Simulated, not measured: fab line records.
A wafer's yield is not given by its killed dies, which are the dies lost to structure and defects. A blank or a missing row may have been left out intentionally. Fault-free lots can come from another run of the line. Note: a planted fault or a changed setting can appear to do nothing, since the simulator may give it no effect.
Matching of chambers    flow nand-harc    NHARC_A_STAIRCASE_CMP_450 on cmp-01 has 4 sister chambers
The step polishes SiO2, target thk 200 nm. 8 wafers are shown with their chamber, then 12 later ones without.

WAFERS, EACH WITH ITS CHAMBER
wafer   chamber  motor-current-A (A)
L080.5  3        12.8
L083.5  3        12.4
L083.6  2        11.1
L081.2  1        12.1
L081.5  0        10.5
L085.1  0        10.4
L085.5  2        11.3
L085.6  1        11.9

WAFERS WHOSE CHAMBER IS MISSING
wafer   motor-current-A (A)
L092.1  11.0
L092.3  11.0
L092.5  11.9
L097.1  12.1
L097.2  11.1
L097.6  12.7
L096.2  11.9
L096.3  11.6
L096.5  12.1
L096.1  10.8
L096.4  13.1
L096.6  11.9

WHICH CHAMBER EACH WENT THROUGH
wafer    from the rows above       in truth
L092.1   can't be placed: 2 or 0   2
L092.3   can't be placed: 2 or 0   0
L092.5   1                         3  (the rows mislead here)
L097.1   1                         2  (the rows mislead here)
L097.2   2                         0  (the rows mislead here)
L097.6   3                         3
L096.2   1                         1
L096.3   can't be placed: 1 or 2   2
L096.5   1                         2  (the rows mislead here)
L096.1   can't be placed: 0 or 2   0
L096.4   3                         3
L096.6   1                         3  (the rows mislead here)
3 of 12 placed correctly. Cannot be placed on the basis of these rows: 4; the candidates contain the true chamber in 4. Wrongly placed: 5.
How it was worked out, from the rows above alone: a wafer's distance from a chamber is the root of the sum, over the readings, of the square of ((its reading less the chamber's mean) divided by the reading's scatter). The wafer belongs to the nearest chamber; if the next one is less than 2 further off, it can't be placed. The mean given for a chamber averages the wafers shown for that chamber. How the scatter is found: for the shown wafers, subtract from each reading the mean of its chamber, square and add these, divide the total by (wafers less chambers), then take the root.
